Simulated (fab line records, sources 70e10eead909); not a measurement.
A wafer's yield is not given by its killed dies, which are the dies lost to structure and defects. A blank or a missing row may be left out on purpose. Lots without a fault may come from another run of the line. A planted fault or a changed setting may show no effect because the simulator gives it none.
Matching of chambers	flow nand harc	4 sister chambers for NHARC_A_CHANNEL_HOLE_D1_DESCUM_15 on rie diel-01
The step chemistry O2, time 3 s. 20 wafers are shown with their chamber, then 10 later ones without.

## EACH WAFER AND ITS CHAMBER
wafer	chamber	showerhead plenum p Torr (Torr)	drypump motor current A (A)	oes product au (a.u.)
L077.1	2	1.97	5.7	0.998
L077.4	0	1.92	6.3	1.007
L077.6	1	1.80	5.2	1.005
L083.3	0	1.92	6.3	1.001
L083.5	2	1.96	5.7	0.995
L083.6	0	1.92	6.3	1.010
L085.4	1	1.79	5.3	1.008
L085.5	3	1.98	5.5	1.009
L085.6	0	1.92	6.4	1.001
L087.4	1	1.79	5.2	1.008
L087.5	0	1.92	6.3	1.011
L087.6	3	1.98	5.5	1.018
L090.1	3	1.98	5.6	1.009
L090.2	1	1.79	5.2	1.006
L090.5	1	1.79	5.2	1.014
L090.3	2	1.96	5.7	1.010
L090.4	0	1.91	6.3	0.999
L090.6	2	1.96	5.6	1.002
L091.1	0	1.91	6.3	1.018
L091.3	1	1.79	5.2	1.007

SIGNATURES (means of the wafers above)
reading	chamber 0	chamber 1	chamber 2	chamber 3	scatter within a chamber
showerhead plenum p Torr	1.9171	1.7917	1.9625	1.9800	0.00434
drypump motor current A	6.314	5.217	5.675	5.533	0.0441
oes product au	1.00671	1.00800	1.00125	1.01200	0.00566
Rule: distance of a wafer from a chamber = root of the sum over the readings of ((wafer's reading minus chamber's mean) / reading's scatter) squared. If the next closest chamber is less than 2 further off than the closest, the wafer can't be placed; otherwise it belongs to the closest. How the scatter is found: for the shown wafers, subtract from each reading the mean of its chamber, square and add these, divide the total by (wafers less chambers), then take the root.

## WAFERS MISSING THEIR CHAMBER
wafer	showerhead plenum p Torr (Torr)	drypump motor current A (A)	oes product au (a.u.)
L091.4	1.98	5.5	1.014
L093.1	1.79	5.2	0.995
L093.2	1.98	5.5	1.024
L093.5	1.98	5.5	1.012
L096.1	1.96	5.7	1.007
L096.3	1.98	5.5	1.003
L096.4	1.79	5.2	1.003
L096.2	1.91	6.3	1.013
L096.5	1.98	5.5	1.007
L096.6	1.96	5.7	1.005

## CHAMBER TAKEN BY EACH
wafer	from the rows above	in truth
L091.4	3	3
L093.1	1	1
L093.2	3	3
L093.5	3	3
L096.1	2	2
L096.3	3	3
L096.4	1	1
L096.2	0	0
L096.5	3	3
L096.6	2	2
Placed correctly: 10 of 10. Left unplaced by these rows: 0. Placed wrongly: 0.
